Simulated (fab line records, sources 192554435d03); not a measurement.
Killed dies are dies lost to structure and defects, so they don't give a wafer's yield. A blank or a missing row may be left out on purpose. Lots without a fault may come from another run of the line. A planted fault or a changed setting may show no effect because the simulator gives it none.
A struck lot beside a sound one | flow n5_finfet | 15 steps out of a route of 1938
Sound: wafers L797.2, L797.4, L797.5. Struck: wafer L801.2. (L801.3, L801.5 of the same lot were not struck and are left out.) The cause comes at the end.
At each step with rows: each side's tool, then ch and its chambers, then its first start. Under that, the readings that differ: sound wafers | struck wafers | difference of the means | sigmas: that difference in standard deviations of wafers without a fault.
alike: readings whose means differ by less than 2 such deviations, and words and numbers that are the same on both sides. not compared: withheld readings, readings that some wafer has no value for, bounds like >300 that may hide the same value, and numbers for which the record gives no deviation and whose values overlap.
The two part at a step that has a row with sigmas, a row that says differs or no value, or rows on one side only. Numbers that don't overlap but have no deviation are shown without sigmas and don't part them. A reading that every wafer of one side lacks parts them only if that side has two wafers or more.

N5_GATE_CUT_OVL_MEAS_14:
  sound on overlay-02 ch 0, day 4 22:04; struck on overlay-02 ch 0, day 5 18:53
  alike: GATE_CUT_OVL
N5_GATE_CUT_INSPECT_15: inspects for defects (brightfield).
  sound on defect_inspect-02, day 4 22:08; struck on defect_inspect-01, day 5 18:57
  alike: raw_defect_count
then, 2 steps without rows for these wafers: N5_GATE_CUT_DESCUM_18 (chemistry O2, time 7 s); N5_GATE_CUT_ETCH_28 (etches underlayer in N2/H2, target depth 13 nm, time 10.4 s).
N5_GATE_CUT_ETCH_36: etches SiARC in CF4, target depth 13 nm, time 21.7 s.
  sound on rie_diel-06 ch 0,2, day 4 22:13; struck on rie_diel-06 ch 0, day 5 19:02
  alike: drypump_motor_current_A, etch_rf_on_time_s, oes_product_au, rf_vpp_V, showerhead_plenum_p_Torr, throttle_valve_pct
  not compared: rf_hours_counter_h
then, 3 steps without rows for these wafers: N5_GATE_CUT_ETCH_37 (etches SOC in N2/H2, target depth 60 nm, overetch 12 nm, time 90 s); N5_GATE_CUT_STRIP_38 (strips in N2/H2); N5_GATE_CUT_STRIP_39 (strips in N2/H2).
N5_GATE_CUT_HM_OPEN_40: chemistry C4F6/O2, target SiO2, target depth 139 nm, time 85.1 s.
  sound on rie_diel-06 ch 0,2, day 4 22:19; struck on rie_diel-06 ch 0, day 5 19:08
  alike: drypump_motor_current_A, etch_rf_on_time_s, oes_product_au, rf_vpp_V, showerhead_plenum_p_Torr, throttle_valve_pct
  not compared: rf_hours_counter_h
N5_GATE_CUT_STRIP_41: strips in CF4.
  sound on rie_diel-06 ch 0,2, day 4 22:23; struck on rie_diel-06 ch 0, day 5 19:12
  alike: drypump_motor_current_A, oes_product_au, rf_vpp_V, showerhead_plenum_p_Torr, throttle_valve_pct
  not compared: rf_hours_counter_h
N5_GATE_CUT_STRIP_42: strips in O2.
  sound on rie_diel-06 ch 0,2, day 4 22:25; struck on rie_diel-06 ch 0, day 5 19:13
  alike: drypump_motor_current_A, oes_product_au, rf_vpp_V, showerhead_plenum_p_Torr, throttle_valve_pct
  not compared: rf_hours_counter_h
N5_GATE_CUT_ETCH_19: etches SiNx in CH3F/O2, target depth 53.7 nm, time 76.7 s.
  sound on rie_diel-06 ch 0,2, day 4 22:27; struck on rie_diel-06 ch 0, day 5 19:16
  alike: drypump_motor_current_A, etch_rf_on_time_s, oes_product_au, rf_vpp_V, showerhead_plenum_p_Torr, throttle_valve_pct
  not compared: rf_hours_counter_h
N5_GATE_CUT_CUT_ETCH_53: etches W in SF6/Cl2, target depth 79.2 nm.
  sound on rie_metal-01 ch 0,1, day 4 22:33; struck on rie_metal-02 ch 1, day 5 19:22
  reading                     | sound          | struck | difference | sigmas
  drypump_motor_current_A (A) | 6.4 6.5 6.4    | 5.1    | -1.3       | -3
  etch_rf_on_time_s (s)       | 26.5 25.7 26.4 | 17.6   | -8.6       | -21
  alike: oes_product_au, throttle_valve_pct
  not compared: rf_hours_counter_h
then, 2 steps without rows for these wafers: N5_GATE_CUT_CUT_ETCH_54 (etches TiN in Cl2/BCl3, target depth 96.7 nm); N5_PASSIVATION_PROBE_49.

WHERE THEY PART
Only at N5_GATE_CUT_CUT_ETCH_53, within this record.

WHY: what the simulator had put in
Process parameter drift: rie_metal-02, from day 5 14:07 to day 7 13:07, at N5_GATE_CUT_CUT_ETCH_53. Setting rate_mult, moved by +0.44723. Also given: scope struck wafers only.
